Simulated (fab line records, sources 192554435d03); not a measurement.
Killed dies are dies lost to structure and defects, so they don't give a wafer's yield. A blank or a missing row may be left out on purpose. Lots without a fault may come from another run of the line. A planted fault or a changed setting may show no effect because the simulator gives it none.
Chamber matching | flow n5_finfet | N5_MOL_CONTACT_COAG_DESCUM_88 on rie_diel-03: 4 sister chambers
The step chemistry O2, time 7 s. 27 wafers are shown with their chamber, then 12 later ones without.

WAFERS WITH THEIR CHAMBER
wafer  | chamber | showerhead_plenum_p_Torr (Torr) | throttle_valve_pct (%) | oes_product_au (a.u.)
L077.2 | 1       | 2.13                            | 20.35                  | 0.91
L077.3 | 2       | 1.98                            | 20.25                  | 0.71
L077.6 | 1       | 2.13                            | 20.35                  | 0.91
L078.1 | 0       | 2.18                            | 20.11                  | 0.71
L078.2 | 3       | 2.08                            | 20.47                  | 1.00
L078.3 | 2       | 1.98                            | 20.26                  | 0.70
L078.4 | 1       | 2.13                            | 20.36                  | 0.93
L078.5 | 3       | 2.08                            | 20.49                  | 0.99
L078.6 | 0       | 2.18                            | 20.11                  | 0.71
L079.1 | 0       | 2.18                            | 20.12                  | 0.70
L079.2 | 3       | 2.08                            | 20.47                  | 0.98
L079.3 | 2       | 1.98                            | 20.24                  | 0.70
L079.4 | 1       | 2.13                            | 20.35                  | 0.91
L079.5 | 0       | 2.18                            | 20.12                  | 0.71
L079.6 | 3       | 2.08                            | 20.49                  | 0.98
L081.1 | 2       | 1.98                            | 20.28                  | 0.69
L081.3 | 1       | 2.12                            | 20.36                  | 0.90
L081.5 | 2       | 1.98                            | 20.25                  | 0.69
L084.1 | 3       | 2.07                            | 20.51                  | 0.94
L084.2 | 1       | 2.12                            | 20.36                  | 0.88
L084.3 | 0       | 2.18                            | 20.13                  | 0.70
L084.4 | 2       | 1.97                            | 20.26                  | 0.69
L084.5 | 1       | 2.12                            | 20.38                  | 0.87
L084.6 | 0       | 2.18                            | 20.12                  | 0.70
L085.3 | 0       | 2.17                            | 20.14                  | 0.69
L085.4 | 1       | 2.12                            | 20.36                  | 0.87
L085.6 | 2       | 1.97                            | 20.27                  | 0.69

SIGNATURES (means of the wafers above)
reading                  | chamber 0 | chamber 1 | chamber 2 | chamber 3 | scatter within a chamber
showerhead_plenum_p_Torr | 2.1786    | 2.1250    | 1.9771    | 2.0780    | 0.0047
throttle_valve_pct       | 20.1214   | 20.3588   | 20.2586   | 20.4860   | 0.0125
oes_product_au           | 0.7029    | 0.8975    | 0.6957    | 0.9780    | 0.0163
Rule: a wafer's distance from a chamber is the root of the sum, over the readings, of the square of ((its reading less the chamber's mean) divided by the reading's scatter). The wafer belongs to the nearest chamber; if the next one is less than 2 further off, it can't be placed. The scatter: the root of (the sum of the squares of (reading less its chamber's mean) over the shown wafers, divided by (wafers less chambers)).

WAFERS WITHOUT THEIR CHAMBER
wafer  | showerhead_plenum_p_Torr (Torr) | throttle_valve_pct (%) | oes_product_au (a.u.)
L086.1 | 2.12                            | 20.37                  | 0.87
L086.4 | 2.17                            | 20.13                  | 0.70
L086.5 | 2.12                            | 20.38                  | 0.88
L088.3 | 2.12                            | 20.38                  | 0.87
L088.4 | 2.07                            | 20.51                  | 0.92
L088.6 | 1.97                            | 20.28                  | 0.68
L091.1 | 1.97                            | 20.30                  | 0.69
L091.3 | 2.12                            | 20.40                  | 0.86
L091.6 | 2.12                            | 20.39                  | 0.86
L092.2 | 1.97                            | 20.30                  | 0.68
L092.4 | 2.12                            | 20.40                  | 0.85
L092.6 | 1.97                            | 20.30                  | 0.68

WHICH CHAMBER EACH WENT THROUGH
wafer  | from the rows above | in truth
L086.1 | 1                   | 1
L086.4 | 0                   | 0
L086.5 | 1                   | 1
L088.3 | 1                   | 1
L088.4 | 3                   | 3
L088.6 | 2                   | 2
L091.1 | 2                   | 2
L091.3 | 1                   | 1
L091.6 | 1                   | 1
L092.2 | 2                   | 2
L092.4 | 1                   | 1
L092.6 | 2                   | 2
Placed correctly: 12 of 12. Can't be placed from these rows: 0. Placed wrongly: 0.
